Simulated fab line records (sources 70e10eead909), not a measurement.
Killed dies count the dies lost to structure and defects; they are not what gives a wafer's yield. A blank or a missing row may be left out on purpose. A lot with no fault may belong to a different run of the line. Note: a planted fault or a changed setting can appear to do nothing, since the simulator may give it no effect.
Matching of chambers ; flow nand_harc ; rie_diel-04 running NHARC_A_STAIRCASE_DESCUM_252: 4 sister chambers
The step chemistry O2, time 3 s. 4 wafers are shown with their chamber, then 12 later ones without.

WAFERS WITH THEIR CHAMBER
wafer;chamber;drypump_motor_current_A (A)
L081.1;2;6.6
L081.3;1;5.8
L085.1;0;6.5
L085.6;3;5.6

WAFERS WITH NO CHAMBER GIVEN
wafer;drypump_motor_current_A (A)
L084.2;6.4
L084.5;5.8
L084.6;6.7
L090.1;5.8
L090.4;6.4
L090.5;6.7
L095.1;6.7
L095.2;5.8
L095.5;5.6
L097.1;6.6
L097.3;5.8
L097.6;6.5

CHAMBER TAKEN BY EACH
wafer;from the rows above;in truth
L084.2;can't be placed: 0 or 2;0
L084.5;1;1
L084.6;can't be placed: 2 or 0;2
L090.1;1;1
L090.4;can't be placed: 0 or 2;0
L090.5;can't be placed: 2 or 0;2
L095.1;can't be placed: 2 or 0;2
L095.2;1;1
L095.5;3;3
L097.1;can't be placed: 2 or 0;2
L097.3;1;1
L097.6;can't be placed: 0 or 2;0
5 of 12 placed correctly. Unplaceable from these rows: 7, with the true chamber sitting among the candidates in 7. Placed wrongly: 0.
How it was worked out, from the rows above alone: a wafer's distance from a chamber is the root of the sum, over the readings, of the square of ((its reading less the chamber's mean) divided by the reading's scatter). The wafer belongs to the nearest chamber; if the next one is less than 2 further off, it can't be placed. Each chamber's mean is taken over the wafers shown for it. The scatter (one wafer shown for each chamber): square how far every hidden wafer sits from the nearest shown wafer, average those squares and take the square root.
